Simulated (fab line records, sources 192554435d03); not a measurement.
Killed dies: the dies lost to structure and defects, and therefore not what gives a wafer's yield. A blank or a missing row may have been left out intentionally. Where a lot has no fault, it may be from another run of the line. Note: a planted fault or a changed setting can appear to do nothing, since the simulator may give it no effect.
Problem report, 8D (eight disciplines) form, completed by code    flow n5-finfet    the parts of the form that need people (team, actions taken, sign-off) are left out

1. WHAT IS WRONG
etch-rf-on-time-s at N5_SD_EPI_N_ETCH_34 reads a mean of 103.2 s on 6 wafers of 2 lots; wafers without a fault read 76.0 s with a standard deviation of 1.2. That is +23 standard deviations from the usual mean.
The step: etches SiARC in CF4, target depth 45.5 nm, time 75.8 s.
Earliest sighting: wafer L798.4 on rie-diel-05 at day 5 10:14. The record holds 27 wafers of 9 lots with a number at this step. Rule for "out" (also "out of limits"): further than 4 standard deviations from the usual mean. Any other wafer with a number is counted as sound.

2. WHAT IT IS, WHAT IT ISN'T
question                     is                      is not
which readings at this step  etch-rf-on-time-s       rf-vpp-V, showerhead-plenum-p-Torr, throttle-valve-pct
which lots                   L798, L801              L790, L795, L807, L808, L809, L811, L812
which wafers of those lots   all that have a number  -
read on which tools          rie-diel-05             rie-diel-02, rie-diel-06
when                         from day 5 10:14        up to then (6 sound wafers); but 15 sound wafers of L807, L808, L809, L811, L812 came after

3. WHAT RULES OUT EACH SUSPECT
Counting: a tool at any process step up to the reading remains a suspect when it ran all the lots that are out and ran no sound lot after the first of those.
- rie-diel-05 at N5_SD_EPI_N_ETCH_34 (etches SiARC in CF4, target depth 45.5 nm, time 75.8 s): ruled out as a lasting fault. Sound lots L812 ran on it after its first lot that is out, L798 (day 5 10:14).
Left after counting: nothing in the record.

4. THE CAUSE (what the simulator had put in)
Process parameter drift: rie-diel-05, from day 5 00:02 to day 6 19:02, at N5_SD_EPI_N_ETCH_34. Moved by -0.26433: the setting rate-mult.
Counting ruled it out, wrongly.

5. SEQUENCE OF EFFECTS, ordered by route
Each row: a reading where the mean over the struck wafers with a number is more than 3 standard deviations away from the usual. Only readings whose record carries a usual standard deviation are examined. hours: median over the lots of the time between each lot's start at the first step of this table that gives one and its start at this step. sigmas: the change, counted in usual standard deviations.
hours  step                 reading            usual   on struck wafers  change  sigmas
0      N5_SD_EPI_N_ETCH_34  etch-rf-on-time-s  76.0 s  103.2             +27.2   +23
Its process steps:
- N5_SD_EPI_N_ETCH_34: etches SiARC in CF4, target depth 45.5 nm, time 75.8 s.
Later measuring or inspecting steps at which every struck wafer that the step has a row for has a number for every such reading, and none has moved that far: N5_BEOL_M4_RC_MEAS_101.

6. WHAT WOULD HAVE CAUGHT IT SOONER
In this record the first reading out of limits was taken at day 5 10:14, 10 hours after the fault began at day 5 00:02.
